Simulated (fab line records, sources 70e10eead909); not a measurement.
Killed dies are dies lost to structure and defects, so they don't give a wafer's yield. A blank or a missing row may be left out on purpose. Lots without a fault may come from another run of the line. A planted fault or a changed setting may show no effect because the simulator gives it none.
Chamber matching | flow nand_harc | NHARC_P_M1_CMP_23 on cmp-04: 4 sister chambers
The step polishes, t overpolish 20 s, target thk 157.82 nm. 14 wafers are shown with their chamber, then 7 later ones without.

WAFERS WITH THEIR CHAMBER
wafer  | chamber | motor_current_A (A) | time_to_endpoint_s (s)
L074.1 | 0       | 11.3                | 29.5
L074.4 | 3       | 11.7                | 30.2
L074.6 | 0       | 11.1                | 27.9
L076.1 | 0       | 11.6                | 28.7
L076.3 | 3       | 11.8                | 29.9
L076.5 | 2       | 10.6                | 32.2
L083.2 | 2       | 11.2                | 27.8
L083.4 | 0       | 10.9                | 25.7
L083.6 | 1       | 11.4                | 25.4
L084.2 | 0       | 11.6                | 27.5
L084.4 | 3       | 12.2                | 29.3
L084.6 | 3       | 11.3                | 26.7
L091.1 | 0       | 11.5                | 29.1
L091.2 | 2       | 10.3                | 30.5

SIGNATURES (means of the wafers above)
reading            | chamber 0 | chamber 1 | chamber 2 | chamber 3 | scatter within a chamber
motor_current_A    | 11.333    | 11.400    | 10.700    | 11.750    | 0.353
time_to_endpoint_s | 28.067    | 25.400    | 30.167    | 29.025    | 1.64
Rule: a wafer's distance from a chamber is the root of the sum, over the readings, of the square of ((its reading less the chamber's mean) divided by the reading's scatter). The wafer belongs to the nearest chamber; if the next one is less than 2 further off, it can't be placed. The scatter: the root of (the sum of the squares of (reading less its chamber's mean) over the shown wafers, divided by (wafers less chambers)).

WAFERS WITHOUT THEIR CHAMBER
wafer  | motor_current_A (A) | time_to_endpoint_s (s)
L091.3 | 11.9                | 28.6
L096.3 | 11.1                | 28.1
L096.5 | 11.8                | 24.9
L096.6 | 10.2                | 27.7
L097.1 | 11.5                | 28.8
L097.2 | 11.6                | 29.5
L097.4 | 11.5                | 26.6

WHICH CHAMBER EACH WENT THROUGH
wafer  | from the rows above               | in truth
L091.3 | can't be placed: 3 or 0 or 1      | 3
L096.3 | can't be placed: 0 or 2 or 1 or 3 | 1
L096.5 | can't be placed: 1 or 0 or 3      | 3
L096.6 | can't be placed: 2 or 0 or 1      | 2
L097.1 | can't be placed: 0 or 3 or 1 or 2 | 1
L097.2 | can't be placed: 3 or 0           | 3
L097.4 | can't be placed: 1 or 0 or 3      | 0
Placed correctly: 0 of 7. Can't be placed from these rows: 7 (the true chamber is among the candidates in 7). Placed wrongly: 0.
